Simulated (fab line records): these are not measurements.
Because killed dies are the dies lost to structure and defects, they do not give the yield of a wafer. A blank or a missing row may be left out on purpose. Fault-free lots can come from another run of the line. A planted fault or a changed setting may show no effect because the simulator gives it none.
Comparing a struck lot with a sound one :: flow nand-harc :: 14 steps out of a route of 1302
Sound: the wafers L880.1, L880.5, L880.6. Struck: wafer L889.2 (L889.1, L889.6, from the same lot, were not struck and are left out); the cause is given at the end.
Per side, at each step with rows, come the tool, then ch with its chambers, and then its first start. Under that, the readings that differ: sound wafers :: struck wafers :: difference of the means :: sigmas: that difference in standard deviations of wafers without a fault.
alike: a reading whose means differ by less than 2 such deviations, as well as words and numbers matching on both sides. not compared: withheld readings; readings where some wafer has no value; bounds like >300 that might hide an equal value; numbers whose values overlap and for which the record gives no deviation.
Wherever a step has rows on one side only, a row that says differs or no value, or a row with sigmas, the two part there. Non-overlapping numbers with no deviation appear without sigmas and do not part them. A reading that every wafer of one side lacks parts them only if that side has two wafers or more.

first, 1 step without rows for these wafers: NHARC_A_WL_FILL_ANNEAL_08 (time 1800 s).
NHARC_A_WL_FILL_ALD_10: deposits SiO2, target thk 50 nm, pulse time 10 s, ald cycles 500.
  sound on ald-hk-02 ch 0,2,3, day 22 03:44; struck on ald-hk-02 ch 3, day 26 09:39
reading: precursor-pulse-height-rel
sound: 0.988 0.988 0.980
struck: 1.028
difference: +0.043
sigmas: +2
  alike: heater-power-outer-w, heater-power-w
  not compared: ald-cycles
then, 1 step without rows for these wafers: NHARC_A_WL_FILL_ETCHBACK_16 (etches the open film in C4F8/O2/Ar, target depth 120 nm, time 24 s).
NHARC_A_WL_FILL_STRIP_29: strips in O2, time 20 s.
  sound on rie-diel-01 ch 0,2,3, day 22 07:28; struck on rie-diel-08 ch 1, day 26 13:53
  alike: drypump-motor-current-A, oes-product-au, rf-vpp-V, showerhead-plenum-p-Torr, throttle-valve-pct
  not compared: rf-hours-counter-h
NHARC_A_WL_FILL_ETCHBACK_17: etches the open film in Cl2/BCl3, target depth 4 nm, time 26.7 s.
  sound on rie-metal-02 ch 0,1, day 22 07:34; struck on rie-metal-01 ch 1, day 26 13:58
reading: drypump-motor-current-A (A)
sound: 6.0 5.7 6.0
struck: 5.0
difference: -0.9
sigmas: -3
  alike: oes-product-au
  not compared: rf-hours-counter-h
then, 3 steps without rows for these wafers: NHARC_A_WL_FILL_PRECLEAN_18 (cleans in dHF, time 30 s); NHARC_A_WL_FILL_SRD_21; NHARC_A_WL_FILL_CVD_23 (deposits poly-Si, target thk 40 nm, time 800 s).
NHARC_A_WL_FILL_ETCHBACK_26: etches the open film in HBr, target depth 52 nm, time 13.3 s.
  sound on rie-si-03 ch 2,3, day 22 12:40; struck on rie-si-04 ch 3, day 26 19:35
  alike: bias-w, drypump-motor-current-A, oes-product-au, rf-fwd-power-W, throttle-valve-pct
  not compared: rf-hours-counter-h
then, 2 steps without rows for these wafers: NHARC_A_WL_FILL_PRECLEAN_30 (cleans in dHF, time 10 s); NHARC_A_WL_FILL_SRD_14.
NHARC_A_WL_FILL_ALD_19: deposits TiN, target thk 2 nm, pulse time 3 s, ald cycles 100.
  sound on ald-metal-04 ch 0,2,3, day 22 12:58; struck on ald-metal-04 ch 0, day 26 19:51
reading: ald-cycles
sound: 100 100 100
struck: 51
difference: -49
sigmas: 
  alike: heater-power-outer-w, heater-power-w, precursor-pulse-height-rel
NHARC_A_WL_FILL_CVD_20: deposits W, target thk 100 nm, time 74 s.
  sound: cvd-w-02 ch 0,1; struck: cvd-w-02 ch 1
  alike: heater-power-outer-w, heater-power-w, throttle-valve-pct
-- the record jumps here: 3 days lie between the struck wafers' starts before and after (it left off in module A_WL_FILL and takes up again in module END, whose first step shown is number 1302 of the route) --
NHARC_END_SORT_01:
  only the struck wafers appear in the record here, on prober-01 ch 0 at day 30 06:49; the sound ones have no rows

== WHERE THEY PART ==
Last at NHARC_END_SORT_01 as far as this record goes, first at NHARC_A_WL_FILL_ALD_10.

WHY: what the simulator had put in
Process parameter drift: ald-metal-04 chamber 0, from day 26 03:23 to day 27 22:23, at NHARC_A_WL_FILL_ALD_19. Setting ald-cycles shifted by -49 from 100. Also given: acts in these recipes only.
